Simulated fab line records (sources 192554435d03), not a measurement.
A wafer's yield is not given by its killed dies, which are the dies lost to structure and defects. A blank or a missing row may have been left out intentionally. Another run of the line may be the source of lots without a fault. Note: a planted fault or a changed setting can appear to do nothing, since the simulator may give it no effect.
Matching of chambers || flow n5 finfet || N5_BEOL_M6_ETCH_62 on rie diel-06: 4 sister chambers
The step etches SOC in N2/H2, target depth 110 nm, overetch 22 nm, time 165 s. 7 wafers are shown with their chamber, then 7 later ones without.

EACH WAFER AND ITS CHAMBER
{"wafer": "L079.1", "chamber": 1, "showerhead plenum p Torr (Torr)": 2.69, "throttle valve pct (%)": 17.2}
{"wafer": "L084.3", "chamber": 0, "showerhead plenum p Torr (Torr)": 2.41, "throttle valve pct (%)": 18.3}
{"wafer": "L085.2", "chamber": 3, "showerhead plenum p Torr (Torr)": 2.65, "throttle valve pct (%)": 18.2}
{"wafer": "L085.5", "chamber": 2, "showerhead plenum p Torr (Torr)": 2.48, "throttle valve pct (%)": 17.7}
{"wafer": "L085.6", "chamber": 3, "showerhead plenum p Torr (Torr)": 2.65, "throttle valve pct (%)": 18.2}
{"wafer": "L089.1", "chamber": 0, "showerhead plenum p Torr (Torr)": 2.41, "throttle valve pct (%)": 18.4}
{"wafer": "L089.4", "chamber": 2, "showerhead plenum p Torr (Torr)": 2.47, "throttle valve pct (%)": 17.7}

WAFERS WHOSE CHAMBER IS MISSING
{"wafer": "L089.5", "showerhead plenum p Torr (Torr)": 2.64, "throttle valve pct (%)": 18.2}
{"wafer": "L091.2", "showerhead plenum p Torr (Torr)": 2.40, "throttle valve pct (%)": 18.4}
{"wafer": "L091.3", "showerhead plenum p Torr (Torr)": 2.47, "throttle valve pct (%)": 17.7}
{"wafer": "L091.6", "showerhead plenum p Torr (Torr)": 2.64, "throttle valve pct (%)": 18.2}
{"wafer": "L093.3", "showerhead plenum p Torr (Torr)": 2.47, "throttle valve pct (%)": 17.8}
{"wafer": "L093.4", "showerhead plenum p Torr (Torr)": 2.47, "throttle valve pct (%)": 17.8}
{"wafer": "L093.6", "showerhead plenum p Torr (Torr)": 2.64, "throttle valve pct (%)": 18.2}

EACH ONE'S CHAMBER
{"wafer": "L089.5", "from the rows above": 3, "in truth": 3}
{"wafer": "L091.2", "from the rows above": 0, "in truth": 0}
{"wafer": "L091.3", "from the rows above": 2, "in truth": 2}
{"wafer": "L091.6", "from the rows above": 3, "in truth": 3}
{"wafer": "L093.3", "from the rows above": 2, "in truth": 2}
{"wafer": "L093.4", "from the rows above": 2, "in truth": 2}
{"wafer": "L093.6", "from the rows above": 3, "in truth": 3}
7 of 7 placed correctly. Can't be placed from these rows: 0. Number placed wrongly: 0.
How it was worked out, from the rows above alone: a wafer's distance from a chamber is the root of the sum, over the readings, of the square of ((its reading less the chamber's mean) divided by the reading's scatter). If the next closest chamber is less than 2 further off than the closest, the wafer can't be placed; otherwise it belongs to the closest. For every chamber, the mean is computed from those of its wafers that are shown. The scatter: take each reading less its chamber's mean, square it, sum over the shown wafers, divide by the number of wafers less the number of chambers, and take the root.
